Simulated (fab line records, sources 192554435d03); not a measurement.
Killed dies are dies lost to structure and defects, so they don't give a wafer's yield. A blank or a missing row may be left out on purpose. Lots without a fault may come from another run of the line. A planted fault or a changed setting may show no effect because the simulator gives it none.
fab line records | flow n5_finfet | part 1 of 2: steps 1 to 18 of 26
record lots=5 wafers=15 last_day=16
route steps=1938 shown SDB@356 DUMMY_REMOVAL@377
lots that met no fault: from a run of the same line without faults
start_h: hours from the record's first day to the start of the lot's first wafer shown | wait_h: hours since the lot's step before | " the same as in the row above | L1.1+2: a row that stands for several wafers | - no value, or no start given | * or withheld: withheld | < > ~ a bound
route shown NAME@n: a module of which the file shows steps, and the number in the route of the first | usual: mean/standard deviation of fault-free wafers | same: alike in all rows | chamber/n: place in a boat | sites: the reading at each site | _std_site: their standard deviation | _edge_site: outer sites' mean less inner sites' | radius_mm: how far each site lies from the wafer's centre | mask NAME#n: copy n | behind: the tool/chamber that last shaped the wafer | hold: why the lot was held/for how many hours/how that ended | device: the transistor (n, p or np) that didn't switch | end of line: the same wafers' tests at the end of the route | a step without rows: its recipe alone | killed: dies lost to structure and defects at the first sort, not the wafer's yield | map: a wafer's dies, x killed, . not, _ none there
set.NAME: the setting as run; set.NAME@STEP: as run at that earlier step | model.NAME: the simulator's own value behind a step, which no gauge read
lots at some steps of the route; a table a step, a row a wafer
services: from which hour (start_h, from the record's first day; less than 0 if before it) a tool's chamber was out of use, for how many hours, and why
## steps
# step N5_SDB_CD_MEAS_11
# recipe target_cd_nm=50 landing_energy_ev=500 detector=se_inlens polarity=opening
# usual cd_nm=49.9/0.91
# columns lot.wafer tool chamber start_h wait_h cd_nm
L087.4 cd_sem-03 0 144.73 - 48.4
L087.5 " 0 " " 46.9
L087.6 " 0 " " 49.2
L088.1 cd_sem-03 0 153.68 - 51.9
L088.3 " 0 " " 51.0
L088.4 " 0 " " 51.0
L089.2 cd_sem-02 0 155.61 - 50.9
L089.3 " 0 " " 51.0
L089.5 " 0 " " 50.8
L091.4 cd_sem-03 0 168.12 - 49.9
L091.5 " 0 " " 51.4
L091.6 " 0 " " 50.6
L093.2 cd_sem-01 0 182.52 - 50.1
L093.3 " 0 " " 49.6
L093.4 " 0 " " 50.9
# step N5_SDB_OVL_MEAS_12
# recipe points_per_wafer=44
# usual SDB_OVL=0.2/0.82
# columns lot.wafer tool chamber start_h wait_h SDB_OVL[nm]
L087.4 overlay-02 0 144.76 0.0 -0.1
L087.5 " 0 " " 0.2
L087.6 " 0 " " -0.4
L088.1 overlay-01 0 153.71 0.0 -0.4
L088.3 " 0 " " -0.2
L088.4 " 0 " " -0.3
L089.2 overlay-02 0 155.64 0.0 0.6
L089.3 " 0 " " 0.2
L089.5 " 0 " " 0.2
L091.4 overlay-02 0 168.15 0.0 0.7
L091.5 " 0 " " 1.5
L091.6 " 0 " " 1.4
L093.2 overlay-01 0 182.55 0.0 -0.2
L093.3 " 0 " " 0.7
L093.4 " 0 " " 0.9
# step N5_SDB_INSPECT_13
# recipe mode=adi inspect_instrument=brightfield
# usual raw_defect_count=66/29
# columns lot.wafer tool chamber start_h wait_h raw_defect_count
L087.4 defect_inspect-01 - 144.78 0.0 39
L087.5 " - " " 104
L087.6 " - " " 68
L088.1 defect_inspect-02 - 153.73 0.0 100
L088.3 " - " " 76
L088.4 " - " " 87
L089.2 defect_inspect-01 - 155.66 0.0 56
L089.3 " - " " 75
L089.5 " - " " 64
L091.4 defect_inspect-02 - 168.17 0.0 18
L091.5 " - " " 91
L091.6 " - " " 63
L093.2 defect_inspect-01 - 182.58 0.0 60
L093.3 " - " " 78
L093.4 " - " " 60
# step N5_SDB_DESCUM_16
# recipe chemistry=O2 time_s=7.9 source_power_w=50 bias_power_w=20 pressure_mtorr=20 rf_frequency_hz=2.712e+07 temp_c=40 resist=CAR-ArF o2_flow_sccm=225
# usual drypump_motor_current_A=5.9/0.43 oes_product_au=0.80/0.092 rf_vpp_V=243.4/1.6 showerhead_plenum_p_Torr=2.10/0.081 throttle_valve_pct=20.28/0.23
# columns lot.wafer tool chamber start_h wait_h drypump_motor_current_A oes_product_au rf_hours_counter_h rf_vpp_V showerhead_plenum_p_Torr throttle_valve_pct
L087.4 rie_diel-04 2 144.85 0.1 6.0 0.82 - 243.9 2.12 20.60
L087.5 " 0 " " 5.5 0.90 - 244.5 2.14 20.34
L087.6 " 1 " " 6.0 0.87 - 245.8 2.13 19.95
L088.1 rie_diel-06 2 153.76 0.0 5.6 0.79 147 241.8 2.01 20.41
L088.3 " 0 " " 5.9 0.75 145 242.0 2.10 20.29
L088.4 " 1 " " 6.4 0.87 60 245.8 2.22 20.33
L089.2 rie_diel-06 0 156.03 0.4 5.9 0.74 146 243.0 2.10 20.31
L089.3 " 3 " " 6.6 0.69 225 241.2 1.97 20.09
L089.5 " 3 " " 6.6 0.69 - 241.7 1.97 20.08
L091.4 rie_diel-05 0 168.31 0.1 5.1 0.93 12 246.1 2.23 20.37
L091.5 " 1 " " 5.7 0.75 - 244.4 2.18 20.17
L091.6 " 0 " " 5.0 0.92 - 244.3 2.23 20.38
L093.2 rie_diel-06 0 183.28 0.7 5.9 0.75 155 244.7 2.10 20.30
L093.3 " 2 " " 5.6 0.77 157 243.0 2.00 20.44
L093.4 " 0 " " 5.9 0.74 - 243.3 2.10 20.31
# step N5_SDB_ETCH_17
# recipe chemistry=CF4 target=SiARC target_depth_a=234 mask_material=CAR-ArF time_s=39 ion_energy_ev=80 pressure_mtorr=40 source_w=545 bias_w=36 Ar_flow_sccm=100 cf4_flow_sccm=100 ends=cleared
# usual drypump_motor_current_A=5.9/0.43 etch_rf_on_time_s=39.0/0.45 oes_product_au=0.68/0.078 rf_vpp_V=184.2/1.3 showerhead_plenum_p_Torr=2.15/0.078 throttle_valve_pct=15.48/0.22
# columns lot.wafer tool chamber start_h wait_h drypump_motor_current_A etch_rf_on_time_s oes_product_au rf_hours_counter_h rf_vpp_V showerhead_plenum_p_Torr throttle_valve_pct
L087.4 rie_diel-04 2 144.89 0.0 5.9 38.2 0.71 - 183.7 2.16 15.70
L087.5 " 0 " " 5.4 39.3 0.75 - 183.3 2.18 15.48
L087.6 " 1 " " 6.0 38.1 0.75 - 182.6 2.18 15.19
L088.1 rie_diel-06 2 153.80 0.0 5.6 38.8 0.67 147 182.4 2.06 15.61
L088.3 " 0 " " 5.9 39.1 0.63 145 184.3 2.14 15.43
L088.4 " 1 " " 6.4 38.6 0.74 60 185.3 2.26 15.48
L089.2 rie_diel-06 0 156.07 0.0 5.9 38.8 0.63 146 185.9 2.14 15.44
L089.3 " 3 " " 6.6 38.9 0.59 225 182.1 2.03 15.37
L089.5 " 3 " " 6.6 38.9 0.59 - 182.5 2.03 15.39
L091.4 rie_diel-05 0 168.34 0.0 5.1 38.8 0.78 12 185.5 2.27 15.51
L091.5 " 1 " " 5.7 38.7 0.64 - 184.8 2.23 15.42
L091.6 " 0 " " 5.1 39.4 0.78 - 184.7 2.27 15.50
L093.2 rie_diel-06 0 183.32 0.0 5.9 39.0 0.63 155 184.1 2.14 15.45
L093.3 " 2 " " 5.6 38.8 0.66 157 183.0 2.06 15.66
L093.4 " 0 " " 5.9 39.3 0.62 - 186.3 2.14 15.46
# step N5_SDB_ETCH_18
# recipe chemistry=N2/H2 target=SOC target_depth_a=1000 overetch_a=200 mask_material=SiARC temp_c=40 time_s=150 ion_energy_ev=200 pressure_mtorr=30 source_w=840 bias_w=150 n2_flow_sccm=200 h2_flow_sccm=200
# usual drypump_motor_current_A=5.9/0.43 oes_product_au=0.71/0.079 rf_vpp_V=524.2/2.8 showerhead_plenum_p_Torr=2.56/0.096 throttle_valve_pct=17.69/0.25
# columns lot.wafer tool chamber start_h wait_h drypump_motor_current_A oes_product_au rf_hours_counter_h rf_vpp_V showerhead_plenum_p_Torr throttle_valve_pct
L087.4 rie_diel-04 2 144.97 0.1 6.0 0.73 - 525.5 2.58 18.01
L087.5 " 0 " " 5.4 0.79 - 526.1 2.58 17.58
L087.6 " 1 " " 6.0 0.78 - 526.2 2.59 17.34
L088.1 rie_diel-06 2 153.83 0.0 5.6 0.69 147 519.7 2.44 17.82
L088.3 " 0 " " 5.9 0.66 145 524.1 2.54 17.63
L088.4 " 1 " " 6.5 0.77 61 528.8 2.69 17.73
L089.2 rie_diel-06 0 156.10 0.0 5.9 0.66 146 523.7 2.54 17.63
L089.3 " 3 " " 6.6 0.62 225 520.8 2.41 17.60
L089.5 " 3 " " 6.6 0.62 - 521.6 2.41 17.59
L091.4 rie_diel-05 0 168.38 0.0 5.1 0.82 12 528.9 2.72 17.84
L091.5 " 1 " " 5.6 0.66 - 527.6 2.66 17.59
L091.6 " 0 " " 5.1 0.82 - 529.2 2.72 17.83
L093.2 rie_diel-06 0 183.36 0.0 5.9 0.66 155 523.4 2.54 17.64
L093.3 " 2 " " 5.6 0.68 157 520.7 2.44 17.85
L093.4 " 0 " " 5.9 0.66 - 524.8 2.54 17.63
# step N5_SDB_STRIP_19
# recipe chemistry=N2/H2 temp_c=40 n2_flow_sccm=200 h2_flow_sccm=200 rf_frequency_hz=6e+07
# columns lot.wafer tool chamber start_h wait_h
L087.4+5+6 rie_diel-04 2,0,1 145.04 0.0
L088.1+3+4 rie_diel-06 2,0,1 153.96 0.1
L089.2+3+5 rie_diel-06 0,3,3 156.23 0.1
L091.4+5+6 rie_diel-05 0,1,0 168.51 0.1
L093.2+3+4 rie_diel-06 0,2,0 183.48 0.1
# step N5_SDB_STRIP_21
# recipe chemistry=CF4 resist=SiARC power_w=300 bias_power_w=75 pressure_mtorr=50 cf4_flow_sccm=150 rf_frequency_hz=6e+07
# usual drypump_motor_current_A=5.9/0.42 oes_product_au=0.79/0.087 power_w=300.1/0.87 rf_vpp_V=271.4/1.5 showerhead_plenum_p_Torr=1.80/0.065 throttle_valve_pct=13.46/0.22
# columns lot.wafer tool chamber start_h wait_h drypump_motor_current_A oes_product_au power_w rf_hours_counter_h rf_vpp_V showerhead_plenum_p_Torr throttle_valve_pct
L087.4 rie_diel-04 2 145.05 0.0 5.9 0.81 301.6 - 272.3 1.81 13.67
L087.5 " 0 " " 5.5 0.86 301.4 - 270.8 1.83 13.41
L087.6 " 1 " " 6.0 0.86 298.9 - 272.1 1.83 13.17
L088.1 rie_diel-06 2 153.97 0.0 5.6 0.76 300.8 147 270.7 1.73 13.63
L088.3 " 0 " " 5.9 0.73 300.0 145 272.5 1.79 13.45
L088.4 " 1 " " 6.5 0.86 300.1 61 272.9 1.90 13.44
L089.2 rie_diel-06 0 156.24 0.0 5.9 0.74 300.3 146 271.5 1.79 13.45
L089.3 " 3 " " 6.6 0.68 300.7 225 269.7 1.70 13.41
L089.5 " 3 " " 6.6 0.69 301.9 - 269.2 1.70 13.39
L091.4 rie_diel-05 0 168.52 0.0 5.1 0.90 301.5 12 274.0 1.90 13.44
L091.5 " 1 " " 5.6 0.73 301.5 - 273.3 1.87 13.42
L091.6 " 0 " " 5.0 0.90 299.8 - 273.1 1.90 13.44
L093.2 rie_diel-06 0 183.49 0.0 5.9 0.73 300.6 155 273.5 1.79 13.47
L093.3 " 2 " " 5.6 0.75 300.5 157 269.8 1.72 13.63
L093.4 " 0 " " 5.9 0.72 300.3 - 271.4 1.79 13.46
# step N5_SDB_HM_OPEN_20
# recipe chemistry=CH3F/O2 target=SiNx mask_material=SOC target_depth_a=240 stop_on=poly-Si over_etch_frac=0.4 ion_energy_ev=120 pressure_mtorr=30 source_w=395 bias_w=73 Ar_flow_sccm=150 CH3F_flow_sccm=30 O2_flow_sccm=20
# usual CH3F_flow_sccm=30.00/0.079 drypump_motor_current_A=5.9/0.43 oes_ar_750_au=0.80/0.088 oes_product_au=0.66/0.074 rf_vpp_V=298.3/2.9 showerhead_plenum_p_Torr=2.01/0.076 throttle_valve_pct=16.21/0.23
# columns lot.wafer tool chamber start_h wait_h CH3F_flow_sccm drypump_motor_current_A oes_ar_750_au oes_product_au rf_hours_counter_h rf_vpp_V showerhead_plenum_p_Torr throttle_valve_pct
L087.4 rie_diel-04 2 145.09 0.0 29.95 5.9 0.82 0.67 - 300.2 2.02 16.47
L087.5 " 0 " " 29.89 5.4 0.87 0.74 - 305.9 2.04 16.22
L087.6 " 1 " " 30.00 6.0 0.88 0.73 - 298.0 2.04 15.90
L088.1 rie_diel-06 2 153.99 0.0 30.03 5.6 0.77 0.63 147 293.9 1.92 16.36
L088.3 " 0 " " 30.09 5.9 0.74 0.61 145 293.7 2.00 16.17
L088.4 " 1 " " 29.92 6.5 0.86 0.72 61 298.2 2.11 16.21
L089.2 rie_diel-06 0 156.26 0.0 30.15 5.9 0.74 0.61 146 293.8 2.00 16.17
L089.3 " 3 " " 30.11 6.6 0.69 0.57 225 297.0 1.89 16.09
L089.5 " 3 " " 30.03 6.6 0.69 0.57 - 296.2 1.89 16.09
L091.4 rie_diel-05 0 168.54 0.0 29.98 5.1 0.91 0.76 12 298.3 2.13 16.25
L091.5 " 1 " " 30.07 5.7 0.74 0.61 - 300.8 2.09 16.16
L091.6 " 0 " " 29.91 5.1 0.92 0.77 - 295.4 2.13 16.27
L093.2 rie_diel-06 0 183.51 0.0 30.06 5.9 0.74 0.59 155 294.0 1.99 16.19
L093.3 " 2 " " 30.06 5.6 0.76 0.62 157 296.4 1.92 16.36
L093.4 " 0 " " 30.00 5.9 0.73 0.60 - 293.2 1.99 16.19
# step N5_SDB_STRIP_22
# recipe chemistry=N2/H2 power_w=1000 temp_c=250 h2_frac=0.65 overash_fraction=0.3 pressure_mtorr=withheld n2_flow_sccm=1750 h2_flow_sccm=3250
# usual drypump_motor_current_A=5.9/0.44 heater_power_w=373/24 oes_product_au=0.716/0.0045 strip_time_to_endpoint_s=96.4/0.33
# columns lot.wafer tool chamber start_h wait_h drypump_motor_current_A heater_power_w oes_product_au rf_hours_counter_h strip_time_to_endpoint_s
L087.4 plasma_asher-02 0 145.18 0.1 5.5 389 0.713 - 96.6
L087.5 " 0 " " 5.5 392 0.717 - 97.1
L087.6 " 1 " " 6.1 376 0.715 - 96.5
L088.1 plasma_asher-02 0 154.08 0.1 5.5 386 0.719 90 96.2
L088.3 " 1 " " 6.2 367 0.720 - 96.6
L088.4 " 0 " " 5.4 388 0.722 - 96.5
L089.2 plasma_asher-02 1 156.34 0.1 6.2 377 0.711 91 96.5
L089.3 " 1 " " 6.2 379 0.722 - 96.5
L089.5 " 1 " " 6.1 381 0.711 - 96.1
L091.4 plasma_asher-02 0 168.66 0.1 5.5 377 0.710 - 96.5
L091.5 " 1 " " 6.2 383 0.713 - 96.4
L091.6 " 0 " " 5.5 389 0.711 - 96.6
L093.2 plasma_asher-01 0 183.59 0.1 6.6 376 0.716 70 97.3
L093.3 " 1 " " 5.5 332 0.718 - 96.7
L093.4 " 0 " " 6.6 386 0.716 - 97.1
# step N5_SDB_PRECLEAN_23
# recipe chemistry=dHF time_s=30 temp_c=25 dilution=withheld
# columns lot.wafer tool chamber start_h wait_h
L087.4+5+6 wet_bench-06 1,5,0 145.29 0.1
L088.1+3+4 wet_bench-06 6,2,1 154.23 0.1
L089.2+3+5 wet_bench-03 6,1,3 156.49 0.1
L091.4+5+6 wet_bench-05 6,5,3 168.76 0.1
L093.2+3+4 wet_bench-06 5,2,4 183.74 0.1
# step N5_SDB_DUMMY_REMOVE_24
# recipe chemistry=TMAH temp_c=70 target=poly-Si stop_on=SiO2 target_depth_nm=142 conc_wt_pct=5 time_s=57 dry=ipa_marangoni rinse_time_s=30 rinse_temp_c=23
# usual rinse_temp_c=23.00/0.11
# columns lot.wafer tool chamber start_h wait_h rinse_temp_c
L087.4 wet_bench-06 1 145.30 0.0 22.95
L087.5 " 5 " " 22.97
L087.6 " 0 " " 22.99
L088.1 wet_bench-06 6 154.24 0.0 23.13
L088.3 " 2 " " 23.11
L088.4 " 1 " " 23.09
L089.2 wet_bench-03 6 156.50 0.0 22.96
L089.3 " 1 " " 22.97
L089.5 " 3 " " 23.06
L091.4 wet_bench-05 6 168.78 0.0 22.92
L091.5 " 5 " " 22.90
L091.6 " 3 " " 22.90
L093.2 wet_bench-06 5 183.75 0.0 22.90
L093.3 " 2 " " 23.07
L093.4 " 4 " " 22.87
# step N5_SDB_ETCH_25
# recipe chemistry=C4F6/O2 target=SiO2 target_depth_a=100 time_s=3.3 ion_energy_ev=250 mask_material=SiNx pressure_mtorr=30 source_w=345 bias_w=185 Ar_flow_sccm=300 C4F6_flow_sccm=10 O2_flow_sccm=10
# usual drypump_motor_current_A=5.9/0.41 oes_ar_750_au=0.81/0.089 oes_product_au=0.81/0.093 rf_vpp_V=668/6.3 showerhead_plenum_p_Torr=2.86/0.1 throttle_valve_pct=21.01/0.22
# columns lot.wafer tool chamber start_h wait_h drypump_motor_current_A oes_ar_750_au oes_product_au rf_hours_counter_h rf_vpp_V showerhead_plenum_p_Torr throttle_valve_pct
L087.4 rie_diel-05 2 145.91 0.6 5.8 0.93 0.95 10 664 2.90 20.51
L087.5 " 0 " " 5.1 0.94 0.96 - 666 3.03 21.15
L087.6 " 1 " " 5.7 0.75 0.75 - 674 2.97 20.94
L088.1 rie_diel-04 3 154.32 0.0 5.6 0.99 1.00 0 669 2.91 20.78
L088.3 " 0 " " 5.5 0.87 0.87 44 683 2.90 21.07
L088.4 " 2 " " 5.9 0.81 0.83 85 670 2.88 21.34
L089.2 rie_diel-06 0 156.56 0.0 5.9 0.74 0.74 146 655 2.84 20.96
L089.3 " 1 " " 6.4 0.86 0.87 62 666 3.00 21.06
L089.5 " 3 " " 6.6 0.69 0.69 - 664 2.69 20.83
L091.4 rie_diel-05 0 168.84 0.0 5.1 0.91 0.92 12 667 3.03 21.15
L091.5 " 0 " " 5.1 0.92 0.93 - 666 3.03 21.17
L091.6 " 1 " " 5.6 0.75 0.75 - 674 2.97 20.96
L093.2 rie_diel-04 3 184.44 0.7 5.6 0.93 0.95 8 670 2.91 20.80
L093.3 " 2 " " 5.9 0.80 0.81 94 671 2.87 21.34
L093.4 " 0 " " 5.4 0.86 0.86 53 682 2.89 21.09
# step N5_SDB_CUT_ETCH_26
# recipe chemistry=HBr/Cl2/O2 target=Si target_depth_a=1296 bt_time_s=20 mask_material=SiNx time_s=51.8 ion_energy_ev=* bias_w=* pressure_mtorr=10 icp_w=800 HBr_flow_sccm=150 Cl2_flow_sccm=80 O2_flow_sccm=12
# usual drypump_motor_current_A=5.8/0.59 oes_product_au=0.998/0.017 throttle_valve_pct=37.06/0.19
# same bt_time_s=20
# columns lot.wafer tool chamber start_h wait_h drypump_motor_current_A oes_product_au rf_hours_counter_h throttle_valve_pct
L087.4 rie_si-06 0 145.99 0.1 6.0 0.991 156 37.41
L087.5 " 0 " " 6.0 0.981 - 37.42
L087.6 " 1 " " 6.7 0.986 - 36.85
L088.1 rie_si-03 1 154.40 0.1 5.6 1.007 149 37.08
L088.3 " 0 " " 6.2 1.004 159 36.73
L088.4 " 3 " " 5.7 1.034 133 37.09
L089.2 rie_si-05 2 156.64 0.1 5.7 0.982 3 37.20
L089.3 " 1 " " 6.1 0.987 115 37.31
L089.5 " 1 " " 6.1 0.996 - 37.31
L091.4 rie_si-06 0 168.92 0.1 6.0 0.985 156 37.42
L091.5 " 1 " " 6.7 0.990 - 36.84
L091.6 " 2 " " 4.6 0.999 - 37.15
L093.2 rie_si-03 2 184.52 0.1 5.6 0.976 54 37.01
L093.3 " 0 " " 6.3 1.004 160 36.73
L093.4 " 1 " " 5.6 1.008 150 37.09
# step N5_SDB_PRECLEAN_38
# recipe chemistry=dHF time_s=10 dilution=750:1 temp_c=25
# columns lot.wafer tool chamber start_h wait_h
L087.4+5+6 wet_bench-05 2,3,6 146.21 0.2
L088.1+3+4 wet_bench-06 2,1,5 154.52 0.1
L089.2+3+5 wet_bench-05 3,1,6 156.76 0.1
L091.4+5+6 wet_bench-06 6,0,2 169.04 0.1
L093.2+3+4 wet_bench-03 6,2,1 184.64 0.1
# step N5_SDB_PRECLEAN_39
# recipe chemistry=O3/DIW time_s=45 temp_c=22 o3_ppm=10
# columns lot.wafer tool chamber start_h wait_h
L087.4+5+6 wet_bench-05 2,3,6 146.22 0.0
L088.1+3+4 wet_bench-06 2,1,5 154.52 0.0
L089.2+3+5 wet_bench-05 3,1,6 156.77 0.0
L091.4+5+6 wet_bench-06 6,0,2 169.05 0.0
L093.2+3+4 wet_bench-03 6,2,1 184.65 0.0
# step N5_SDB_SRD_28
# recipe dry=ipa_marangoni time_s=30 temp_c=23 rinse_liquid=diw
# columns lot.wafer tool chamber start_h wait_h
L087.4+5+6 wet_bench-05 2,3,6 146.23 0.0
L088.1+3+4 wet_bench-06 2,1,5 154.54 0.0
L089.2+3+5 wet_bench-05 3,1,6 156.78 0.0
L091.4+5+6 wet_bench-06 6,0,2 169.06 0.0
L093.2+3+4 wet_bench-03 6,2,1 184.66 0.0
# step N5_SDB_ALD_29
# recipe material=SiNx target_thk_a=300 temp_c=400 ald_precursor_family=SiH2I2 ald_co_reactant=N2/H2-plasma pulse_time_s=1 ald_cycles=600 purge_time_s=2 co_reactant_purge_time_s=2 pressure_torr=2
# usual heater_power_w=862/75 precursor_pulse_height_rel=0.998/0.021 susceptor_temp_C=400.00/0.21
# columns lot.wafer tool chamber start_h wait_h heater_power_w precursor_pulse_height_rel susceptor_temp_C
L087.4 ald_sin-01 0 146.28 0.0 846 0.976 400.41
L087.5 " 0 147.63 1.4 820 1.000 400.43
L087.6 " 3 " " 979 0.988 399.99
L088.1 ald_sin-01 1 154.59 0.0 777 1.008 399.91
L088.3 " 0 " " 829 0.960 399.94
L088.4 " 1 155.94 1.4 762 0.992 399.90
L089.2 ald_sin-04 2 156.83 0.0 891 1.011 400.25
L089.3 " 3 " " 755 1.012 399.96
L089.5 " 1 158.18 1.4 969 1.016 400.04
L091.4 ald_sin-04 0 169.10 0.0 872 0.990 399.84
L091.5 " 2 170.46 1.4 895 1.011 400.04
L091.6 " 1 " " 941 0.989 400.17
L093.2 ald_sin-04 1 185.05 0.4 963 1.027 399.98
L093.3 " 3 " " 742 1.015 400.08
L093.4 " 2 " " 902 1.021 400.06
